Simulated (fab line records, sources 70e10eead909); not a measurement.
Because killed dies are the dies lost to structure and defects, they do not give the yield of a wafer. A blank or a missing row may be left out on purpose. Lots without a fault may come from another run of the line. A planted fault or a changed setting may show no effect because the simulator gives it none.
Chamber matching | flow nand-harc | NHARC_A_CHANNEL_FILL_D1_ALD_02 on ald-hk-02: 4 sister chambers
The step deposits SiO2, target thk 6 nm, pulse time 10 s, ald cycles 60. 15 wafers are shown with their chamber, then 7 later ones without.

== WAFERS WITH THEIR CHAMBER ==
wafer  | chamber | heater-power-w (W) | precursor-pulse-height-rel
L116.2 | 1       | 487                | 0.958
L116.4 | 3       | 518                | 1.029
L116.5 | 2       | 465                | 0.963
L118.1 | 2       | 472                | 1.020
L118.4 | 3       | 519                | 0.983
L118.5 | 3       | 508                | 0.993
L121.2 | 3       | 515                | 1.023
L121.4 | 2       | 473                | 1.007
L121.6 | 2       | 470                | 1.026
L123.2 | 0       | 531                | 0.992
L123.3 | 1       | 498                | 0.977
L123.5 | 2       | 476                | 0.939
L126.1 | 0       | 530                | 0.972
L126.5 | 3       | 513                | 0.992
L126.6 | 0       | 528                | 0.986

SIGNATURES (means of the wafers above)
reading                    | chamber 0 | chamber 1 | chamber 2 | chamber 3 | scatter within a chamber
heater-power-w             | 529.67    | 492.50    | 471.20    | 514.60    | 4.36
precursor-pulse-height-rel | 0.98333   | 0.96750   | 0.99100   | 1.00400   | 0.0268
Rule: for each reading, subtract the chamber's mean from the wafer's reading, divide by that reading's scatter and square the result; add these up over the readings and take the root, which gives the wafer's distance from the chamber. The wafer belongs to the nearest chamber; if the next one is less than 2 further off, it can't be placed. The scatter is the square root of a quotient: the sum, over the shown wafers, of each reading's squared deviation from its chamber's mean, divided by wafers minus chambers.

== WAFERS WHOSE CHAMBER IS MISSING ==
wafer  | heater-power-w (W) | precursor-pulse-height-rel
L125.1 | 481                | 1.008
L125.2 | 533                | 0.955
L125.4 | 516                | 1.027
L130.1 | 487                | 0.988
L130.6 | 539                | 0.998
L133.2 | 482                | 0.990
L133.4 | 494                | 1.011

== EACH ONE'S CHAMBER ==
wafer  | from the rows above     | in truth
L125.1 | can't be placed: 2 or 1 | 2
L125.2 | 0                       | 0
L125.4 | 3                       | 3
L130.1 | 1                       | 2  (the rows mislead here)
L130.6 | 0                       | 0
L133.2 | can't be placed: 2 or 1 | 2
L133.4 | 1                       | 1
Placed correctly: 4 of 7. Can't be placed from these rows: 2 (the true chamber is among the candidates in 2). 1 placed wrongly.
